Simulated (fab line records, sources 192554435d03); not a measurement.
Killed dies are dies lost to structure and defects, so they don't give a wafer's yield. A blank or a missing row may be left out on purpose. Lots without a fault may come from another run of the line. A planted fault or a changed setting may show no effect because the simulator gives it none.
Chamber matching | flow n5_finfet | N5_BEOL_M1_CMP_52 on cmp-03: 4 sister chambers
The step polishes, stops on SiOC, t overpolish 6.8 s, target thk 40 nm. 4 wafers are shown with their chamber, then 7 later ones without.

WAFERS WITH THEIR CHAMBER
wafer  | chamber | motor_current_A (A)
L080.5 | 2       | 5.8
L085.4 | 1       | 6.7
L089.1 | 3       | 5.6
L089.4 | 0       | 5.5

WAFERS WITHOUT THEIR CHAMBER
wafer  | motor_current_A (A)
L089.5 | 6.0
L092.2 | 5.6
L092.4 | 6.7
L092.5 | 6.1
L097.3 | 6.0
L097.5 | 5.7
L097.6 | 5.6

WHICH CHAMBER EACH WENT THROUGH
wafer  | from the rows above               | in truth
L089.5 | can't be placed: 2 or 3 or 0      | 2
L092.2 | can't be placed: 3 or 0 or 2      | 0
L092.4 | 1                                 | 1
L092.5 | can't be placed: 2 or 3 or 0 or 1 | 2
L097.3 | can't be placed: 2 or 3 or 0      | 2
L097.5 | can't be placed: 2 or 3 or 0      | 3
L097.6 | can't be placed: 3 or 0 or 2      | 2
Placed correctly: 1 of 7. Can't be placed from these rows: 6 (the true chamber is among the candidates in 6). Placed wrongly: 0.
How it was worked out, from the rows above alone: a wafer's distance from a chamber is the root of the sum, over the readings, of the square of ((its reading less the chamber's mean) divided by the reading's scatter). The wafer belongs to the nearest chamber; if the next one is less than 2 further off, it can't be placed. A chamber's mean is the mean of its shown wafers. The scatter: with one shown wafer a chamber, the root of the mean of the squares of how far each hidden wafer lies from its nearest shown one.
